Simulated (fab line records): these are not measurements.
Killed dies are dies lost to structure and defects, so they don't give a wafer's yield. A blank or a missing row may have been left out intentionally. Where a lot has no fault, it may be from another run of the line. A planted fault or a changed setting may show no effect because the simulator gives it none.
The tool behind it: which one?    flow n5Finfet    Sampling: 11 lots, 31 wafers, 7 of 1938 route steps

WHAT THE GAUGES READ, wafer by wafer
N5_FIN_CUT_INSPECT_17: inspects for defects (brightfield). Usual: rawDefectCount 204, standard deviation 54.
lot   measured     on                rawDefectCount  flag
L522  day 2 03:57  defectInspect-01  136 162 150     
L523  day 2 12:21  defectInspect-01  156 147 196     
L525  day 2 22:58  defectInspect-02  195 267 281     
L526  day 3 04:56  defectInspect-01  148 173         
L527  day 3 10:37  defectInspect-02  122 122         
L530  day 4 05:37  defectInspect-02  149 149 152     
L532  day 4 16:35  defectInspect-01  248 197 252     
L537  day 5 22:15  defectInspect-02  140 220 217     
L538  day 6 05:14  defectInspect-01  259 208 197     
L539  day 6 09:46  defectInspect-01  123 180 188     
L544  day 7 15:43  defectInspect-02  251 145 199     

N5_DUMMY_GATE_THK_MEAS_05. Usual: thkNm 71.6 nm, standard deviation 1.6.
lot   measured     on            thkNm (nm)      flag
L522  day 2 17:52  filmMetro-01  72.4 68.9 68.5  
L523  day 3 01:35  filmMetro-02  72.8 72.1 72.9  
L525  day 3 12:28  filmMetro-02  71.9 68.9 72.6  
L526  day 3 18:07  filmMetro-01  73.7 72.0       
L527  day 3 23:47  filmMetro-01  73.4 70.8       
L530  day 4 18:38  filmMetro-01  71.8 73.5 69.4  
L532  day 5 07:49  filmMetro-02  73.2 73.0 70.2  
L537  day 6 11:10  filmMetro-01  46.9 49.0 48.3  OFF
L538  day 6 18:59  filmMetro-02  50.9 51.6 51.7  OFF
L539  day 6 22:53  filmMetro-02  74.5 69.3 72.9  
L544  day 8 04:56  filmMetro-01  71.1 71.5 71.0  

N5_DUMMY_GATE_INSPECT_17: inspects for defects (brightfield). Usual: rawDefectCount 190, standard deviation 51.
lot   measured     on                rawDefectCount  flag
L522  day 3 00:12  defectInspect-01  177 201 208     
L523  day 3 05:59  defectInspect-02  173 186 214     
L525  day 3 16:52  defectInspect-01  155 234 192     
L526  day 3 22:38  defectInspect-01  182 167         
L527  day 4 04:19  defectInspect-02  142 151         
L530  day 4 23:10  defectInspect-01  116 180 139     
L532  day 5 14:17  defectInspect-01  217 247 192     
L537  day 6 15:34  defectInspect-01  240 217 306     
L538  day 6 23:22  defectInspect-01  175 195 123     
L539  day 7 03:17  defectInspect-02  164 122 156     
L544  day 8 09:29  defectInspect-02  140 226 160     

N5_BEOL_M4_RC_MEAS_101. Usual: DIBL_N 35.8 mV/V, standard deviation 2.2; DIBL_P 35.3 mV/V, standard deviation 2.7; IOFF_N 0.16 nA/um, standard deviation 0.043; IOFF_P 0.21 nA/um, standard deviation 0.043; ION_N 676 uA/um, standard deviation 15; ION_P 463 uA/um, standard deviation 9.1; SS_N 71.4 mV/dec, standard deviation 0.77; SS_P 73.0 mV/dec, standard deviation 0.79; VT_N 250 mV, standard deviation 4; VT_P -249.8 mV, standard deviation 2.8.
lot   measured      on         DIBL_N (mV/V)   DIBL_P (mV/V)   IOFF_N (nA/um)  IOFF_P (nA/um)  ION_N (uA/um)  ION_P (uA/um)  SS_N (mV/dec)   SS_P (mV/dec)   VT_N (mV)    VT_P (mV)             flag
L522  day 8 08:11   prober-02  37.7 40.3 35.7  39.0 41.7 37.3  0.19 0.25 0.17  0.24 0.30 0.22  689 708 694    474 481 478    70.9 71.5 70.7  72.4 73.9 72.3  242 240 244  -246.0 -244.5 -247.6  
L523  day 8 17:34   prober-01  33.6 35.9 35.9  32.6 34.8 34.9  0.11 0.14 0.14  0.16 0.20 0.20  674 674 691    460 461 472    70.4 71.5 71.7  72.6 72.8 73.2  254 252 251  -251.9 -248.7 -249.1  
L525  day 9 05:35   prober-01  36.5 37.2 39.8  36.3 36.8 37.5  0.16 0.18 0.22  0.23 0.22 0.24  654 691 664    450 467 453    71.3 72.1 73.1  73.1 72.9 73.7  250 247 248  -249.0 -250.4 -246.8  
L526  day 9 05:28   prober-02  35.9 38.0       35.7 37.9       0.13 0.19       0.19 0.22       645 697        447 470        71.4 71.5       73.9 74.1       255 246      -252.4 -249.1         
L527  day 10 00:14  prober-02  37.4 38.7       36.2 38.2       0.17 0.19       0.24 0.28       681 695        474 475        71.5 72.6       73.3 73.8       251 247      -248.1 -247.4         
L530  day 10 15:54  prober-02  37.2 38.9 35.4  35.2 36.9 33.4  0.17 0.19 0.13  0.20 0.22 0.17  675 687 670    458 469 463    71.4 71.9 71.0  72.9 73.0 72.4  249 250 255  -251.0 -249.8 -253.7  
L532  day 11 06:15  prober-02  31.4 34.2 33.4  29.7 33.4 31.2  0.10 0.13 0.13  0.14 0.19 0.15  662 685 679    460 473 461    70.6 70.9 70.2  71.3 72.5 72.0  255 249 252  -255.3 -249.2 -253.8  
L539  day 12 21:17  prober-02  35.7 34.3 36.9  35.0 33.1 35.8  0.15 0.12 0.16  0.20 0.17 0.21  693 669 680    480 457 464    71.4 71.2 71.9  73.5 72.0 73.0  251 254 250  -249.1 -251.4 -249.4  
L544  day 14 02:41  prober-01  35.3 35.0 35.3  33.6 31.5 33.0  0.14 0.12 0.14  0.21 0.16 0.18  667 660 682    466 459 466    71.1 71.0 71.3  72.9 72.0 72.1  249 254 251  -250.5 -252.2 -250.8  

EACH LOT AND THE TOOL THAT RAN IT (in order: tool; ch and the chambers of the sampled wafers; start)
lot   N5_DUMMY_GATE_CVD_03                     N5_DUMMY_GATE_CMP_04          N5_DUMMY_GATE_ETCH_44
L522  lpcvd-01 ch 1/70,1/75,1/84, day 2 13:52  cmp-03 ch 0,1,3, day 2 17:37  rieSi-01 ch 0,1,2, day 3 01:00
L523  lpcvd-01 ch 0/75,0/79,0/89, day 2 21:37  cmp-04 ch 0,3, day 3 01:20    rieSi-03 ch 0,3, day 3 06:47
L525  lpcvd-01 ch 0/50,0/54,0/59, day 3 08:28  cmp-03 ch 1,2, day 3 12:13    rieSi-05 ch 0,2, day 3 17:46
L526  lpcvd-01 ch 0/15,0/29, day 3 14:09       cmp-02 ch 1,3, day 3 17:55    rieSi-03 ch 2,3, day 3 23:32
L527  lpcvd-01 ch 1/40,1/64, day 3 19:49       cmp-04 ch 2,3, day 3 23:37    rieSi-05 ch 1,3, day 4 05:14
L530  lpcvd-02 ch 1/45,1/54,1/59, day 4 14:40  cmp-03 ch 0,1,3, day 4 18:27  rieSi-05 ch 0,2,3, day 5 00:02
L532  lpcvd-01 ch 1/54,1/59,1/64, day 5 03:50  cmp-03 ch 0,1,2, day 5 07:40  rieSi-01 ch 0,1, day 5 15:05
L537  lpcvd-01 ch 0/40,0/45,0/64, day 6 07:11  cmp-03 ch 0,2,3, day 6 10:56  rieSi-05 ch 0,1,3, day 6 16:22
L538  lpcvd-01 ch 0/65,0/70,0/79, day 6 15:00  cmp-02 ch 0,2,3, day 6 18:44  rieSi-03 ch 1,2,3, day 7 00:10
L539  lpcvd-02 ch 1/54,1/59,1/64, day 6 18:53  cmp-03 ch 0,1,2, day 6 22:42  rieSi-05 ch 0,3, day 7 04:05
L544  lpcvd-02 ch 1/75,1/84,1/89, day 8 00:57  cmp-02 ch 0,1, day 8 04:42    rieSi-01 ch 0,1, day 8 10:16
- N5_DUMMY_GATE_CVD_03: deposits a-Si from SiH4, target thk 150 nm, time 8042 s.
- N5_DUMMY_GATE_CMP_04: polishes a-Si.
- N5_DUMMY_GATE_ETCH_44: etches poly-Si in HBr/O2, stops on SiO2, target depth 127.5 nm.

WHAT THE TOOLS THEMSELVES READ (means of the sampled wafers that have a number; where no wafer has one, the mark that the record gives instead)
N5_DUMMY_GATE_CVD_03. Usual: spikeTcBottomC 554.1 C, standard deviation 2.6; zonePowerUpperPct 6.3 %, standard deviation 0.77.
lot   tool      spikeTcBottomC (C)  zonePowerUpperPct (%)  flag
L522  lpcvd-01  557.3               6.5                    
L523  lpcvd-01  552.0               5.6                    
L525  lpcvd-01  552.7               5.6                    
L526  lpcvd-01  551.8               5.6                    
L527  lpcvd-01  556.7               6.5                    
L530  lpcvd-02  552.1               8.1                    
L532  lpcvd-01  557.5               6.4                    
L537  lpcvd-01  552.0               5.6                    
L538  lpcvd-01  551.5               5.6                    
L539  lpcvd-02  551.8               8.0                    
L544  lpcvd-02  551.9               8.1                    

N5_DUMMY_GATE_CMP_04. Usual: motorCurrentA 10.3 A, standard deviation 1.2; timeToEndpointS 13 s, standard deviation 3.6.
lot   tool    motorCurrentA (A)  timeToEndpointS (s)  flag
L522  cmp-03  9.8                10                   
L523  cmp-04  11.1               13                   
L525  cmp-03  9.8                11                   
L526  cmp-02  10.1               14                   
L527  cmp-04  10.2               14                   
L530  cmp-03  9.6                12                   
L532  cmp-03  9.4                11                   
L537  cmp-03  10.1               -                    OFF
L538  cmp-02  10.8               -                    OFF
L539  cmp-03  9.2                14                   
L544  cmp-02  10.4               16                   

N5_DUMMY_GATE_ETCH_44. Usual: O2_flow_sccm 9.998 sccm, standard deviation 0.029; drypumpMotorCurrentA 5.33 A, standard deviation 0.27; oesProductAu 0.722 a.u., standard deviation 0.011; throttleValvePct 18.57 %, standard deviation 0.19.
lot   tool      O2_flow_sccm (sccm)  drypumpMotorCurrentA (A)  oesProductAu (a.u.)  throttleValvePct (%)  flag
L522  rieSi-01  10.019               5.25                      0.722                18.64                 
L523  rieSi-03  10.010               5.29                      0.732                18.30                 
L525  rieSi-05  9.989                5.17                      0.714                18.65                 
L526  rieSi-03  9.951                5.11                      0.730                18.61                 
L527  rieSi-05  10.005               5.63                      0.730                18.49                 
L530  rieSi-05  10.012               5.39                      0.720                18.68                 
L532  rieSi-01  9.994                5.06                      0.725                18.59                 
L537  rieSi-05  10.011               5.42                      0.604                18.52                 OFF
L538  rieSi-03  9.987                5.22                      0.622                18.46                 OFF
L539  rieSi-05  9.986                5.26                      0.722                18.59                 
L544  rieSi-01  9.992                5.30                      0.722                18.53                 

THE ANSWER, worked out from the rows above alone
Rule: a lot counts as off when the mean over its wafers that have a number is more than 3 standard deviations away from the usual mean. A lot without any number at a reading at which 4 lots or more have one is off too. The other lots that the step has rows for count as sound. The gauges are gone through in route order, then the tools' own readings, and for those a lot's mean is taken as printed above. At the first step where some lot is off, the reading lying furthest off is the one used; lots without a number count as furthest.
Off: L537, L538 (N5_DUMMY_GATE_THK_MEAS_05, thkNm).
If a tool, at a process step before that reading, ran all the lots that are off and no sound lot after the first of them, it fits. The gauges at N5_DUMMY_GATE_THK_MEAS_05 aren't tried: what is off there is off at N5_DUMMY_GATE_CMP_04 too, on other tools, and a gauge's error can't cause that. One fits: N5_DUMMY_GATE_CVD_03 on lpcvd-01. A fault onset in the window from L532 (day 5 03:50, its last sound lot) to L537 (day 6 07:11, its first lot off) fits.

WHAT THE SIMULATOR HAD INSERTED
Drift in process parameters on lpcvd-01 at N5_DUMMY_GATE_CVD_03, starting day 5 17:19. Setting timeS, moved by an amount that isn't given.
Struck lots among those shown: L537, L538. The same result came from the rule above.
